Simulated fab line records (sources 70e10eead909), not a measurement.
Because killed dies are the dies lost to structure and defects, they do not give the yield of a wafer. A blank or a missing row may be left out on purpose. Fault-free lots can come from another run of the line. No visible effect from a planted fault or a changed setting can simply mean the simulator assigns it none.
Chamber matching -- flow nand_harc -- rie_diel-11 running NHARC_A_CONTACT_ETCH_91: 4 sister chambers
The step etches the open film in CH3F/O2, target depth 40 nm, time 85.7 s. 14 wafers are shown with their chamber, then 7 later ones without.

== WAFERS PAIRED WITH THEIR CHAMBERS ==
wafer,chamber,showerhead_plenum_p_Torr (Torr),drypump_motor_current_A (A),rf_vpp_V (V)
L874.1,1,2.65,5.5,246.4
L874.2,3,2.65,5.6,247.7
L874.3,2,2.64,5.1,247.8
L875.1,3,2.65,5.6,247.6
L875.2,0,2.33,6.3,241.9
L875.3,2,2.64,5.1,246.0
L876.1,2,2.64,5.1,246.5
L876.2,0,2.33,6.3,241.9
L876.6,1,2.65,5.5,246.1
L881.1,0,2.33,6.4,243.3
L882.1,3,2.65,5.6,246.2
L883.1,2,2.64,5.1,246.3
L889.1,2,2.63,5.1,246.8
L889.3,3,2.64,5.6,247.0

SIGNATURES, as means of the wafers listed above
reading,chamber 0,chamber 1,chamber 2,chamber 3,scatter within a chamber
showerhead_plenum_p_Torr,2.3300,2.6500,2.6380,2.6475,0.00394
drypump_motor_current_A,6.333,5.500,5.100,5.600,0.0258
rf_vpp_V,242.367,246.250,246.680,247.125,0.685
Rule: a wafer's distance from a chamber is the root of the sum, over the readings, of the square of ((its reading less the chamber's mean) divided by the reading's scatter). The wafer belongs to the nearest chamber; if the next one is less than 2 further off, it can't be placed. The scatter: the root of (the sum of the squares of (reading less its chamber's mean) over the shown wafers, divided by (wafers less chambers)).

== WAFERS WHOSE CHAMBER IS MISSING ==
wafer,showerhead_plenum_p_Torr (Torr),drypump_motor_current_A (A),rf_vpp_V (V)
L889.4,2.65,5.5,247.1
L892.1,2.32,6.3,244.3
L892.2,2.64,5.5,246.8
L892.5,2.64,5.6,247.1
L890.1,2.32,6.4,241.3
L890.3,2.63,5.1,247.8
L890.6,2.63,5.1,247.0

== EACH ONE'S CHAMBER ==
wafer,from the rows above,in truth
L889.4,1,1
L892.1,0,0
L892.2,can't be placed: 1 or 3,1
L892.5,3,3
L890.1,0,0
L890.3,2,2
L890.6,2,2
6 of 7 placed correctly. Can't be placed from these rows: 1 (the true chamber is among the candidates in 1). Placed wrongly: 0.
